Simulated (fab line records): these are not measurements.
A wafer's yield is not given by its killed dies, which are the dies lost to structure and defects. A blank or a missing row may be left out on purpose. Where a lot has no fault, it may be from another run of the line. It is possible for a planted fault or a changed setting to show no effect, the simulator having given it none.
The tool behind it: which one?    flow n5_finfet    72 wafers from 24 lots sampled at 5 of the route's 1938 steps

## WHAT THE GAUGES SHOWED, per wafer
N5_BEOL_M9_CD_MEAS_18: pitch 140 nm, target cd 70 nm. Usual: 70.0 nm for cd_nm, sd 0.62.
lot   measured      on         cd_nm (nm)      flag
L076  day 10 04:14  cd_sem-03  69.3 70.5 69.6  
L074  day 10 05:19  cd_sem-01  69.5 68.0 70.0  
L075  day 10 12:17  cd_sem-03  69.5 70.0 70.9  
L077  day 11 06:27  cd_sem-01  70.5 70.0 70.6  
L078  day 11 08:53  cd_sem-03  69.7 69.6 69.5  
L079  day 11 09:34  cd_sem-02  70.5 70.4 70.7  
L081  day 11 16:40  cd_sem-02  70.0 69.3 69.5  
L080  day 11 16:48  cd_sem-02  70.4 69.4 70.1  
L082  day 11 19:05  cd_sem-02  70.9 70.3 69.5  
L083  day 12 04:52  cd_sem-02  70.2 70.3 69.1  
L085  day 12 08:18  cd_sem-02  70.4 69.6 69.1  
L084  day 12 11:43  cd_sem-02  69.6 68.5 68.8  
L087  day 13 10:26  cd_sem-02  69.9 69.1 70.0  
L089  day 13 22:04  cd_sem-01  70.6 69.4 70.1  
L088  day 14 01:35  cd_sem-01  70.2 70.1 70.1  
L086  day 14 02:10  cd_sem-02  70.2 70.1 70.6  
L090  day 14 11:06  cd_sem-01  70.9 69.3 70.9  
L091  day 15 12:23  cd_sem-02  70.8 70.9 70.4  
L093  day 15 13:12  cd_sem-02  70.5 68.9 70.1  
L092  day 15 18:53  cd_sem-01  69.9 68.8 69.6  
L094  day 15 21:26  cd_sem-03  69.6 70.9 70.6  
L096  day 16 15:04  cd_sem-03  70.1 69.9 70.3  
L095  day 16 15:15  cd_sem-03  70.1 70.4 70.8  
L097  day 16 21:09  cd_sem-03  70.9 69.5 70.6  

N5_BEOL_M10_OVL_MEAS_29. Usual: V9_OVL gives -0.6 nm (standard deviation 0.68).
lot   measured      on          V9_OVL (nm)     flag
L076  day 10 19:49  overlay-02  -0.2 0.4 -0.1   
L074  day 10 19:52  overlay-01  -0.7 0.3 -1.2   
L075  day 11 03:04  overlay-01  -0.9 -0.9 -0.7  
L077  day 11 14:12  overlay-02  -0.2 -0.3 -0.3  
L078  day 11 15:05  overlay-01  -0.1 -1.2 -0.7  
L079  day 11 15:37  overlay-02  -0.2 1.3 0.0    
L081  day 11 23:52  overlay-02  -0.6 -0.8 -1.3  
L080  day 12 00:02  overlay-01  0.0 -0.2 0.5    
L082  day 12 03:26  overlay-02  0.3 -0.8 -0.3   
L083  day 12 16:29  overlay-01  0.4 -0.6 -0.1   
L085  day 13 00:32  overlay-02  -0.2 -0.8 -1.1  
L084  day 13 00:06  overlay-01  -0.7 -0.9 -0.2  
L087  day 13 18:28  overlay-02  -0.3 -0.6 -0.1  
L089  day 14 06:02  overlay-01  -1.7 -0.8 -1.3  
L088  day 14 11:40  overlay-02  -1.2 -1.1 -0.1  
L086  day 14 11:50  overlay-01  -1.7 -1.3 -1.3  
L090  day 14 19:08  overlay-01  -2.2 -0.4 -1.7  
L091  day 15 23:24  overlay-02  -1.3 -1.1 -1.5  
L093  day 15 23:34  overlay-02  -0.7 -1.1 -0.1  
L092  day 16 02:28  overlay-02  -0.6 -1.2 -0.8  
L094  day 16 06:25  overlay-02  -0.4 -1.9 -1.1  
L096  day 17 03:00  overlay-01  0.8 0.4 0.1     
L095  day 17 02:44  overlay-01  -0.7 -1.6 -0.6  
L097  day 17 05:02  overlay-02  -1.0 -1.0 -2.1  

N5_BEOL_M10_INSPECT_30: inspects for defects (brightfield). Usual: 383 for raw_defect_count, sd 82.
lot   measured      on                 raw_defect_count  flag
L076  day 10 19:50  defect_inspect-01  245 297 318       
L074  day 10 19:53  defect_inspect-02  264 549 315       
L075  day 11 03:06  defect_inspect-02  438 445 423       
L077  day 11 14:13  defect_inspect-02  617 411 460       
L078  day 11 15:07  defect_inspect-01  305 359 511       
L079  day 11 15:39  defect_inspect-01  356 329 365       
L081  day 11 23:53  defect_inspect-02  525 485 413       
L080  day 12 00:04  defect_inspect-02  413 480 413       
L082  day 12 03:27  defect_inspect-01  586 409 499       
L083  day 12 16:31  defect_inspect-02  389 359 412       
L085  day 13 00:34  defect_inspect-02  601 413 446       
L084  day 13 00:08  defect_inspect-02  422 386 353       
L087  day 13 18:29  defect_inspect-01  372 422 347       
L089  day 14 06:03  defect_inspect-02  254 370 251       
L088  day 14 11:41  defect_inspect-01  314 265 277       
L086  day 14 11:51  defect_inspect-02  297 370 247       
L090  day 14 19:09  defect_inspect-01  333 265 278       
L091  day 15 23:26  defect_inspect-02  438 439 411       
L093  day 15 23:35  defect_inspect-01  318 384 398       
L092  day 16 02:29  defect_inspect-01  443 282 441       
L094  day 16 06:26  defect_inspect-02  446 429 438       
L096  day 17 03:01  defect_inspect-02  464 331 275       
L095  day 17 02:46  defect_inspect-01  427 334 453       
L097  day 17 05:04  defect_inspect-01  276 313 335       

## TOOL THAT RAN EACH LOT (tool first, then ch and the chambers of the sampled wafers, then the start)
lot   N5_BEOL_M9_ETCH_76                  N5_BEOL_M9_SURFACE_TREAT_79
L076  rie_diel-01 ch 0,1,3, day 10 07:14  pvd_sputter-02, day 10 08:53
L074  rie_diel-02 ch 0,1,2, day 10 07:24  pvd_sputter-01, day 10 09:25
L075  rie_diel-03 ch 1,3, day 10 13:11    pvd_sputter-01, day 10 20:41
L077  rie_diel-02 ch 2,3, day 11 07:17    pvd_sputter-01, day 11 08:57
L078  rie_diel-03 ch 1,2, day 11 10:11    pvd_sputter-01, day 11 11:31
L079  rie_diel-02 ch 1,2,3, day 11 10:21  pvd_sputter-01, day 11 11:41
L081  rie_diel-01 ch 1,3, day 11 17:07    pvd_sputter-03, day 11 18:41
L080  rie_diel-03 ch 0,1, day 11 17:24    pvd_sputter-01, day 11 19:09
L082  rie_diel-03 ch 2,3, day 11 19:49    pvd_sputter-03, day 11 21:08
L083  rie_diel-02 ch 0,1,2, day 12 05:28  pvd_sputter-02, day 12 07:35
L085  rie_diel-02 ch 1,3, day 12 09:31    pvd_sputter-03, day 12 16:29
L084  rie_diel-03 ch 0,1,2, day 12 16:21  pvd_sputter-02, day 12 18:34
L087  rie_diel-01 ch 0,1,3, day 13 11:56  pvd_sputter-01, day 13 13:46
L089  rie_diel-03 ch 0,1,2, day 13 23:33  pvd_sputter-02, day 14 01:05
L088  rie_diel-03 ch 0,1,3, day 14 02:54  pvd_sputter-03, day 14 05:42
L086  rie_diel-02 ch 0,1, day 14 03:04    pvd_sputter-03, day 14 06:04
L090  rie_diel-01 ch 0,3, day 14 11:45    pvd_sputter-03, day 14 13:14
L091  rie_diel-03 ch 0,2,3, day 15 15:30  pvd_sputter-02, day 15 17:26
L093  rie_diel-03 ch 1,2, day 15 15:04    pvd_sputter-01, day 15 16:58
L092  rie_diel-01 ch 0,1, day 15 20:02    pvd_sputter-02, day 15 21:47
L094  rie_diel-02 ch 0,2,3, day 15 22:04  pvd_sputter-01, day 16 00:38
L096  rie_diel-02 ch 0,1,3, day 16 19:53  pvd_sputter-03, day 16 21:30
L095  rie_diel-03 ch 0,2,3, day 16 19:50  pvd_sputter-01, day 16 21:26
L097  rie_diel-03 ch 0,2,3, day 16 22:01  pvd_sputter-01, day 16 23:54
- N5_BEOL_M9_ETCH_76: etches underlayer in N2/H2, target depth 6.5 nm, time 5.2 s.
- N5_BEOL_M9_SURFACE_TREAT_79

## WHAT THE TOOLS THEMSELVES READ (means of the sampled wafers that have a number; where no wafer has one, the mark that the record gives instead)
N5_BEOL_M9_ETCH_76. Usual: drypump_motor_current_A 5.8 A (standard deviation 0.54); etch_rf_on_time_s 5.18 s (standard deviation 0.11); n2_flow_sccm 200.0 sccm (standard deviation 0.66); oes_product_au 0.68 a.u. (standard deviation 0.078); rf_vpp_V 523.9 V (standard deviation 2.5); showerhead_plenum_p_Torr 2.54 Torr (standard deviation 0.081); throttle_valve_pct 17.79 % (standard deviation 0.3).
lot   tool         drypump_motor_current_A (A)  etch_rf_on_time_s (s)  n2_flow_sccm (sccm)  oes_product_au (a.u.)  rf_vpp_V (V)  showerhead_plenum_p_Torr (Torr)  throttle_valve_pct (%)  flag
L076  rie_diel-01  5.9                          5.16                   199.6                0.75                   524.4         2.58                             17.40                   
L074  rie_diel-02  5.7                          5.16                   200.1                0.72                   521.7         2.46                             17.87                   
L075  rie_diel-03  6.4                          5.15                   200.1                0.71                   526.3         2.60                             17.80                   
L077  rie_diel-02  6.3                          5.27                   199.8                0.65                   521.4         2.44                             18.03                   
L078  rie_diel-03  5.9                          5.25                   200.1                0.61                   524.9         2.57                             17.97                   
L079  rie_diel-02  5.9                          5.20                   199.6                0.65                   520.6         2.43                             18.04                   
L081  rie_diel-01  5.7                          4.94                   198.8                0.77                   524.2         2.62                             17.35                   
L080  rie_diel-03  5.6                          5.13                   199.7                0.62                   525.0         2.60                             18.09                   
L082  rie_diel-03  6.1                          5.18                   200.4                0.65                   523.6         2.55                             17.71                   
L083  rie_diel-02  5.7                          5.21                   199.7                0.70                   521.1         2.45                             17.87                   
L085  rie_diel-02  5.9                          5.30                   200.1                0.58                   520.2         2.41                             18.18                   
L084  rie_diel-03  5.6                          5.28                   200.5                0.61                   524.9         2.56                             17.92                   
L087  rie_diel-01  5.9                          5.15                   200.8                0.71                   524.6         2.57                             17.46                   
L089  rie_diel-03  5.6                          5.28                   200.6                0.62                   524.0         2.56                             17.95                   
L088  rie_diel-03  5.9                          5.21                   200.2                0.65                   525.5         2.57                             17.87                   
L086  rie_diel-02  5.3                          5.20                   199.7                0.63                   519.7         2.42                             18.06                   
L090  rie_diel-01  5.7                          5.18                   199.2                0.72                   524.4         2.49                             17.43                   
L091  rie_diel-03  5.8                          5.17                   200.0                0.64                   523.6         2.54                             17.70                   
L093  rie_diel-03  6.0                          5.30                   199.7                0.58                   524.0         2.59                             18.21                   
L092  rie_diel-01  6.0                          5.04                   199.8                0.70                   525.7         2.63                             17.53                   
L094  rie_diel-02  6.1                          5.13                   199.7                0.74                   525.3         2.55                             17.75                   
L096  rie_diel-02  5.7                          5.14                   199.8                0.78                   526.3         2.63                             17.72                   
L095  rie_diel-03  5.8                          5.18                   199.8                0.64                   524.0         2.54                             17.72                   
L097  rie_diel-03  5.8                          5.18                   200.4                0.63                   524.5         2.54                             17.72                   

N5_BEOL_M9_SURFACE_TREAT_79. Usual: 30.00 sccm for ar_flow_sccm, sd 0.09.
lot   tool            ar_flow_sccm (sccm)  flag
L076  pvd_sputter-02  30.05                
L074  pvd_sputter-01  30.07                
L075  pvd_sputter-01  29.97                
L077  pvd_sputter-01  29.88                
L078  pvd_sputter-01  30.06                
L079  pvd_sputter-01  29.98                
L081  pvd_sputter-03  30.03                
L080  pvd_sputter-01  29.94                
L082  pvd_sputter-03  29.98                
L083  pvd_sputter-02  30.00                
L085  pvd_sputter-03  29.95                
L084  pvd_sputter-02  30.03                
L087  pvd_sputter-01  29.98                
L089  pvd_sputter-02  30.11                
L088  pvd_sputter-03  29.96                
L086  pvd_sputter-03  29.97                
L090  pvd_sputter-03  29.92                
L091  pvd_sputter-02  30.09                
L093  pvd_sputter-01  30.08                
L092  pvd_sputter-02  29.94                
L094  pvd_sputter-01  30.03                
L096  pvd_sputter-03  29.97                
L095  pvd_sputter-01  29.94                
L097  pvd_sputter-01  29.99                

## THE ANSWER, worked out from the rows above alone
Rule: a lot is off if the mean of its wafers that have a number lies more than 3 standard deviations from the usual mean. A lot without any number at a reading at which 4 lots or more have one is off too. The other lots that the step has rows for count as sound. Order of review: gauges by route order, followed by the tools' own readings, for which a lot's mean as printed above is used. At the first step where some lot is off, the reading lying furthest off is the one used; lots without a number count as furthest.
Across all readings shown, no lot is off: no conclusion can be drawn from this.

## WHAT WAS PUT IN BY THE SIMULATOR
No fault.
